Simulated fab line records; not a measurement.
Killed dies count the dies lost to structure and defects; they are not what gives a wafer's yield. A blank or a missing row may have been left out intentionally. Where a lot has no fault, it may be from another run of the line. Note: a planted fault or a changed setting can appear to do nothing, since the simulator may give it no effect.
The tool behind it: which one? + flow nand-harc + 6 lots with 18 wafers sampled at 4 steps, on a route of 1302 steps

== WHAT THE GAUGES SHOWED, per wafer ==
NHARC_END_SORT_01.
| lot  | measured     | on        | killed-open |
|------|--------------|-----------|-------------|
| L579 | day 24 20:43 | prober-02 | 1 2 1       |
| L585 | day 28 08:25 | prober-01 | 6 5 3       |

== WHAT TOOL EACH LOT RAN ON (gives the tool, then ch and the chambers of the sampled wafers, and finally the start) ==
| lot  | NHARC_A_M1_PRE_CLEAN_30                 | NHARC_A_M1_PVD_20                       | NHARC_A_M1_DEP_33               |
|------|-----------------------------------------|-----------------------------------------|---------------------------------|
| L579 | pvd-sputter-03, day 23 12:44 or earlier | pvd-sputter-03, day 23 12:44 or earlier | pecvd-01 ch 0,1,2, day 23 13:01 |
| L582 | pvd-sputter-03, day 25 02:48 or earlier | pvd-sputter-03, day 25 02:48 or earlier | pecvd-03 ch 1,2, day 25 02:57   |
| L585 | pvd-sputter-01, day 26 16:28 or earlier | pvd-sputter-01, day 26 16:28 or earlier | pecvd-02 ch 0,2, day 26 16:39   |
| L594 | pvd-sputter-01, day 29 12:43 or earlier | pvd-sputter-01, day 29 12:43 or earlier | pecvd-03 ch 0,1, day 29 12:52   |
| L595 | pvd-sputter-02, day 31 02:19 or earlier | pvd-sputter-02, day 31 02:19 or earlier | pecvd-03 ch 0,1,2, day 31 02:35 |
| L599 | pvd-sputter-02, day 31 10:53 or earlier | pvd-sputter-02, day 31 10:53 or earlier | pecvd-02 ch 0,1, day 31 11:34   |
- NHARC_A_M1_PRE_CLEAN_30: time 30 s.
- NHARC_A_M1_PVD_20: deposits TaN, target thk 5 nm, time 8.06 s.
- NHARC_A_M1_DEP_33: deposits SiCN, target thk 30 nm.

== THE ANSWER, worked out from the rows above alone ==
Rule: usual is defined by the lots themselves. The widest of any qualifying gaps counts: lots, ordered by their means at a reading, are off when they make up no more than a third of the lots, leave a main group of 4 or more, and stand apart from it by 3 or more times the standard deviation of that group's means. A main group is skipped when, at the precision printed for the reading in the tables above, its means are all equal. Also off: a lot with no number at a reading for which 4 or more lots have one. All remaining lots with rows at the step are treated as sound.
No lot is off on any of the readings shown, so nothing can be concluded from this.

== WHAT WAS PUT IN BY THE SIMULATOR ==
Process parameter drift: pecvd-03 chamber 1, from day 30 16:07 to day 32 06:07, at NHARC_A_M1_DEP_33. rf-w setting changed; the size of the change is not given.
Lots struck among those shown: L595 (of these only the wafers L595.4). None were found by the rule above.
